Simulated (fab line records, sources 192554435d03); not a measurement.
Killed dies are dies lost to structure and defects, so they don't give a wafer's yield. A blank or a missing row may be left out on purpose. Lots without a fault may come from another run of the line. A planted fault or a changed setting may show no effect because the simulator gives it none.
A struck lot beside a sound one | flow n5_finfet | 21 steps out of a route of 1938
Sound: wafers L377.2, L377.3, L377.6. Struck: wafer L382.1. (L382.6 of the same lot was not struck and is left out.) The cause comes at the end.
At each step with rows: each side's tool, then ch and its chambers, then its first start. Under that, the readings that differ: sound wafers | struck wafers | difference of the means | sigmas: that difference in standard deviations of wafers without a fault.
alike: readings whose means differ by less than 2 such deviations, and words and numbers that are the same on both sides. not compared: withheld readings, readings that some wafer has no value for, bounds like >300 that may hide the same value, and numbers for which the record gives no deviation and whose values overlap.
The two part at a step that has a row with sigmas, a row that says differs or no value, or rows on one side only. Numbers that don't overlap but have no deviation are shown without sigmas and don't part them. A reading that every wafer of one side lacks parts them only if that side has two wafers or more.

first, 8 steps without rows for these wafers: N5_BEOL_M13_COAT_58 (time 60 s, resist thk 89 nm); N5_BEOL_M13_COAT_04 (resist thk 400 nm); N5_BEOL_M13_EBR_06; N5_BEOL_M13_SOFTBAKE_05 (time 60 s); N5_BEOL_M13_EXPOSE_07 (exposes mask V12); N5_BEOL_M13_PEB_08 (peb time 90 s); N5_BEOL_M13_DEVELOP_09 (develop time 45 s); N5_BEOL_M13_HARDBAKE_14 (time 120 s).
N5_BEOL_M13_CD_MEAS_10: target cd 190 nm.
  sound on cd_sem-01 ch 0, day 14 16:10; struck on cd_sem-01 ch 0, day 15 22:19
  reading    | sound             | struck | difference | sigmas
  cd_nm (nm) | 190.5 192.5 190.2 | 188.2  | -2.9       | -2
N5_BEOL_M13_OVL_MEAS_11:
  sound on overlay-02 ch 0, day 14 16:11; struck on overlay-02 ch 0, day 15 22:20
  alike: V12_OVL
N5_BEOL_M13_INSPECT_12: inspects for defects (macro).
  sound on defect_inspect-01, day 14 16:13; struck on defect_inspect-01, day 15 22:22
  alike: raw_defect_count
N5_BEOL_M13_DESCUM_15: chemistry O2, time 7.9 s.
  sound on rie_diel-06 ch 0,3, day 14 16:14; struck on rie_diel-02 ch 2, day 15 22:24
  reading            | sound             | struck | difference | sigmas
  rf_fwd_power_W (W) | 48.97 49.05 49.02 | 49.47  | +0.46      | +2
  alike: bias_power_w, drypump_motor_current_A, oes_product_au, rf_vpp_V, showerhead_plenum_p_Torr, throttle_valve_pct
  not compared: rf_hours_counter_h
N5_BEOL_M13_ETCH_59: etches BARC in N2/H2, target depth 89 nm, overetch 26.7 nm, time 67.9 s.
  sound on rie_diel-06 ch 0,3, day 14 16:17; struck on rie_diel-02 ch 2, day 15 22:26
  reading                                    | sound            | struck | difference | sigmas
  model.coat_of_BEOL_M13_COAT_04.thk_nm (nm) | 318.8 317 317.2  | 338.4  | +20.7      |
  model.etch.depth_nm (nm)                   | 88.8 89.07 88.98 | 75.57  | -13.38     |
  alike: drypump_motor_current_A, oes_product_au, rf_fwd_power_W, rf_vpp_V, showerhead_plenum_p_Torr, throttle_valve_pct
  not compared: rf_hours_counter_h
N5_BEOL_M13_VIA_ETCH_16: etches SiOC in C4F8/O2/Ar, target depth 921.7 nm.
  sound on rie_diel-06 ch 0,3, day 14 16:20; struck on rie_diel-02 ch 2, day 15 22:29
  reading                                    | sound          | struck | difference | sigmas
  rf_fwd_power_W (W)                         | 2984 2987 2977 | 3011   | +28        | +3
  model.coat_of_BEOL_M13_COAT_04.thk_nm (nm) | 68.6 71.4 68   | 90.2   | +20.9      |
  alike: drypump_motor_current_A, oes_product_au, rf_vpp_V, showerhead_plenum_p_Torr, throttle_valve_pct
N5_BEOL_M13_STRIP_63: strips in N2/H2.
  sound on plasma_asher-01 ch 0,1, day 14 16:34; struck on plasma_asher-02 ch 1, day 15 22:43
  reading                      | sound          | struck | difference | sigmas
  drypump_motor_current_A (A)  | 5.2 5.9 5.9    | 4.7    | -1.0       | -2
  strip_time_to_endpoint_s (s) | 27.2 28.1 27.1 | 33.4   | +5.9       | +5
  alike: heater_power_w, oes_product_au
  not compared: rf_hours_counter_h
N5_BEOL_M13_STRIP_64: strips in N2/H2.
  sound on plasma_asher-01 ch 0,1, day 14 16:38; struck on plasma_asher-02 ch 1, day 15 22:47
  reading                     | sound       | struck | difference | sigmas
  drypump_motor_current_A (A) | 5.2 5.9 5.9 | 4.7    | -1.0       | -2
  alike: heater_power_w, oes_product_au, strip_time_to_endpoint_s
  not compared: rf_hours_counter_h
then, 2 steps without rows for these wafers: N5_BEOL_M13_STRIP_71 (strips in post etch residue remover, time 60 s); N5_BEOL_M13_SRD_72 (time 30 s, dry time 30 s).
N5_BEOL_M13_CD_MEAS_17: target cd 190 nm.
  sound on cd_sem-01, day 14 16:47; struck on cd_sem-01, day 15 22:55
  reading    | sound             | struck | difference | sigmas
  cd_nm (nm) | 191.3 192.5 190.9 | 183.7  | -7.9       | -5
then, 1 step without rows for these wafers: N5_BEOL_M13_COAT_65 (time 60 s, resist thk 350 nm).
N5_PASSIVATION_PROBE_49:
  the record has rows for the struck wafers here (prober-01, day 17 08:02) and none for the sound ones

WHERE THEY PART
First at N5_BEOL_M13_CD_MEAS_10; last, within this record, at N5_PASSIVATION_PROBE_49.

WHY: what the simulator had put in
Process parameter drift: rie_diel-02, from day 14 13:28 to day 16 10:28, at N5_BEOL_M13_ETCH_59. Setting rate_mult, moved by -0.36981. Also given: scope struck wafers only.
